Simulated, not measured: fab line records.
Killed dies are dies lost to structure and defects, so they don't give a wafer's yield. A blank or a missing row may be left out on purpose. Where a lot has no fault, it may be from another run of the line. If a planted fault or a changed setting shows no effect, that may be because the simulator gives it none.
3 desks looking at one fault | flow n5_finfet | each desk holds nothing but its own numbers, with what lay behind them at the end
Where a reading is given only as a bound, like >300, the bound stands for it, and a mean or a difference that rests on one is marked > or <: the true number lies beyond.

== THE DEFECT DESK ==
Per lot, the means of the sampled wafers with a number show what the inspections along the route counted. Any lot whose mean is over 4 standard deviations away from the usual mean is out of limits and marked OUT; that distance is given in the brackets.
Columns: A = raw_defect_count at N5_SD_EPI_N_INSPECT_26, usual 207; B = raw_defect_count at N5_SD_EPI_P_INSPECT_11, usual 2.1; C = raw_defect_count at N5_SD_EPI_P_INSPECT_26, usual 177
lot  | first seen here | A              | B                      | C
L944 | day 6 06:30     | 194            | 2.3                    | 163
L950 | day 7 18:57     | 1024 (+20) OUT | >300 (+99 or more) OUT | 1005 (+20) OUT
L953 | day 8 14:38     | 1004 (+19) OUT | >300 (+99 or more) OUT | 974 (+19) OUT
L955 | day 8 22:50     | 230            | 2.7                    | 196
Finding of this desk: L950, L953 out of limits; the first was L950 at day 7 18:57, on raw_defect_count at N5_SD_EPI_N_INSPECT_26. Within limits: L944, L955.

== DESK OF THE TOOL OWNER: plasma_asher-02 ==
The tool's own readings at N5_SD_EPI_N_STRIP_38 (strips in N2/H2): means of the sampled wafers that have a number, for each lot that ran on this tool. Any lot whose mean is over 4 standard deviations away from the usual mean is out of limits and marked OUT; that distance is given in the brackets.
Columns: A = drypump_motor_current_A at N5_SD_EPI_N_STRIP_38, usual 5.4 A; B = heater_power_w at N5_SD_EPI_N_STRIP_38, usual 353 W; C = oes_product_au at N5_SD_EPI_N_STRIP_38, usual 0.761 a.u.
lot  | first seen here | A   | B   | C
L944 | day 6 03:09     | 5.6 | 372 | 0.764
L950 | day 7 15:34     | 5.3 | 387 | 0.754
L953 | day 8 11:23     | 5.6 | 375 | 0.750
This desk's finding: nothing out of limits on any of the 3 lots.

== FROM THE METROLOGY DESK ==
What the gauges read for every lot (on any tool): the sampled wafers with a number, averaged. Any lot whose mean is over 4 standard deviations away from the usual mean is out of limits and marked OUT; that distance is given in the brackets. Only the readings that lie furthest out on some lot appear, 7 of the 10 it has.
Columns: A = DIBL_P at N5_BEOL_M4_RC_MEAS_101, usual 36.2 mV/V; B = IOFF_N at N5_BEOL_M4_RC_MEAS_101, usual 0.16 nA/um; C = IOFF_P at N5_BEOL_M4_RC_MEAS_101, usual 0.21 nA/um; D = SS_N at N5_BEOL_M4_RC_MEAS_101, usual 71.6 mV/dec; E = SS_P at N5_BEOL_M4_RC_MEAS_101, usual 73.3 mV/dec; F = VT_N at N5_BEOL_M4_RC_MEAS_101, usual 250 mV; G = VT_P at N5_BEOL_M4_RC_MEAS_101, usual -251 mV
lot  | first seen here | A    | B    | C    | D    | E    | F   | G
L944 | day 11 05:40    | 37.3 | 0.16 | 0.24 | 71.1 | 73.5 | 250 | -247
L950 | day 14 00:52    | 36.1 | 0.16 | 0.22 | 71.8 | 73.2 | 251 | -250
L953 | day 14 02:40    | 33.1 | 0.13 | 0.16 | 70.6 | 72.7 | 251 | -255
L955 | day 14 04:59    | 34.8 | 0.14 | 0.18 | 71.6 | 73.7 | 253 | -253
This desk's finding: nothing out of limits on any of the 4 lots.

== PUT TOGETHER ==
The defect desk could have raised an alarm at day 7 18:57, on L950, L953.
The tool owner's desk saw nothing out of limits.
At the metrology desk, nothing out of limits was observed.
The tool owner's desk has L950, L953 on record, within its limits.
The metrology desk has L950, L953 on record, within its limits.
On plasma_asher-02, each named lot ran N5_SD_EPI_N_STRIP_38.

== WHAT THE SIMULATOR PUT IN ==
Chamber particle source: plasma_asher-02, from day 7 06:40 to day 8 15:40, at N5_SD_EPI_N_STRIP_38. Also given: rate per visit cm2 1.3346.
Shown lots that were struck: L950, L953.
Hours from the fault's start to each desk's first reading out of limits: the defect desk, 12.
